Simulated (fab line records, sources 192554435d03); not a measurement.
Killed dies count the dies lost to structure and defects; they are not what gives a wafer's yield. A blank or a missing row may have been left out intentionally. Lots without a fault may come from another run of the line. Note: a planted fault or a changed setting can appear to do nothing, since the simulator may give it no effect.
Matching of chambers -- flow n5-finfet -- N5_BEOL_M2_ALD_98 on ald-sin-03: 4 sister chambers
The step deposits SiO2, target thk 2.5 nm, pulse time 1 s, co reactant pulse time 1 s. 8 wafers are shown with their chamber, then 12 later ones without.

WAFERS PAIRED WITH THEIR CHAMBERS
wafer,chamber,heater-power-w (W),precursor-pulse-height-rel
L080.5,2,65,1.006
L083.2,1,93,1.017
L084.1,0,71,1.023
L084.2,3,82,0.995
L084.3,2,64,1.019
L085.1,3,81,1.032
L085.2,1,93,0.981
L085.3,0,72,1.028

WAFERS MISSING THEIR CHAMBER
wafer,heater-power-w (W),precursor-pulse-height-rel
L087.1,70,1.016
L087.5,82,0.996
L087.6,65,0.991
L093.2,71,1.000
L093.5,71,1.002
L093.6,94,0.996
L096.1,93,0.962
L096.2,81,0.990
L096.5,65,1.020
L097.1,80,0.993
L097.2,70,0.995
L097.5,68,1.033

CHAMBER TAKEN BY EACH
wafer,from the rows above,in truth
L087.1,0,0
L087.5,3,3
L087.6,2,2
L093.2,0,0
L093.5,0,0
L093.6,1,1
L096.1,1,1
L096.2,3,3
L096.5,2,2
L097.1,3,3
L097.2,0,0
L097.5,can't be placed: 0 or 2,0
Correct placement for 11 of the 12. From these rows, 1 cannot be placed; in 1 the true chamber is one of the candidates. Wrongly placed: 0.
How it was worked out, from the rows above alone: a wafer's distance from a chamber is the root of the sum, over the readings, of the square of ((its reading less the chamber's mean) divided by the reading's scatter). The wafer belongs to the nearest chamber; if the next one is less than 2 further off, it can't be placed. For every chamber, the mean is computed from those of its wafers that are shown. The scatter is the square root of a quotient: the sum, over the shown wafers, of each reading's squared deviation from its chamber's mean, divided by wafers minus chambers.
